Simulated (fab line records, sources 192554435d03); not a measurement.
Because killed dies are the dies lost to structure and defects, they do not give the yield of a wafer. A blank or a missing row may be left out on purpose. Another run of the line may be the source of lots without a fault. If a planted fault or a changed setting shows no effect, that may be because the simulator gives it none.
What tool caused it? || flow n5_finfet || 13 lots (36 wafers sampled), 1 step of a 1938-step route

## WHAT EACH GAUGE READ, for each wafer
N5_WELL_APT_CD_MEAS_08 targets a cd of 200 nm. Usual: cd_nm reads 199.8 nm (standard deviation 1.8).
{"lot": "L826", "measured": "day 2 01:50", "on": "cd_sem-03", "cd_nm (nm)": "201.1 204.4 199.9", "flag": ""}
{"lot": "L827", "measured": "day 2 07:59", "on": "cd_sem-03", "cd_nm (nm)": "198.2 198.7", "flag": ""}
{"lot": "L828", "measured": "day 2 13:45", "on": "cd_sem-02", "cd_nm (nm)": "197.6 198.9", "flag": ""}
{"lot": "L829", "measured": "day 2 19:57", "on": "cd_sem-01", "cd_nm (nm)": "199.9 196.1", "flag": ""}
{"lot": "L830", "measured": "day 3 01:52", "on": "cd_sem-02", "cd_nm (nm)": "200.9 198.1 199.9", "flag": ""}
{"lot": "L831", "measured": "day 3 07:41", "on": "cd_sem-03", "cd_nm (nm)": "194.3 201.3 198.5", "flag": ""}
{"lot": "L832", "measured": "day 3 13:49", "on": "cd_sem-02", "cd_nm (nm)": "198.8 198.6 201.8", "flag": ""}
{"lot": "L833", "measured": "day 3 19:47", "on": "cd_sem-03", "cd_nm (nm)": "201.6 198.6 199.3", "flag": ""}
{"lot": "L834", "measured": "day 4 02:01", "on": "cd_sem-01", "cd_nm (nm)": "199.0 198.0 197.4", "flag": ""}
{"lot": "L836", "measured": "day 4 13:47", "on": "cd_sem-02", "cd_nm (nm)": "202.3 199.8 201.5", "flag": ""}
{"lot": "L838", "measured": "day 5 02:06", "on": "cd_sem-01", "cd_nm (nm)": "201.8 197.4 200.6", "flag": ""}
{"lot": "L839", "measured": "day 5 07:43", "on": "cd_sem-03", "cd_nm (nm)": "199.2 201.3 197.8", "flag": ""}
{"lot": "L842", "measured": "day 6 01:40", "on": "cd_sem-02", "cd_nm (nm)": "199.6 201.9 199.8", "flag": ""}

## WHICH TOOL RAN EACH LOT (tool, then ch and the chambers of the sampled wafers, then the start)
Record: no process step prior to these readings.

## WHAT THE TOOLS THEMSELVES READ (means of the sampled wafers that have a number; where no wafer has one, the mark that the record gives instead)
The record holds no such reading with a usual standard deviation.

## THE ANSWER, worked out from the rows above alone
Rule: take the mean of a lot's wafers that have a number; if it is more than 3 standard deviations from the usual mean, the lot is off. A lot without any number at a reading at which 4 lots or more have one is off too. The other lots that the step has rows for count as sound. First the gauges in route order, then the tools' own readings, where a lot's mean is used as printed above. The first step at which some lot is off is used, and at that step the reading that is off furthest; a lot without a number counts as furthest.
Nothing can be told from this: no lot is off at any reading shown.

## WHAT HAD BEEN PUT IN BY THE SIMULATOR
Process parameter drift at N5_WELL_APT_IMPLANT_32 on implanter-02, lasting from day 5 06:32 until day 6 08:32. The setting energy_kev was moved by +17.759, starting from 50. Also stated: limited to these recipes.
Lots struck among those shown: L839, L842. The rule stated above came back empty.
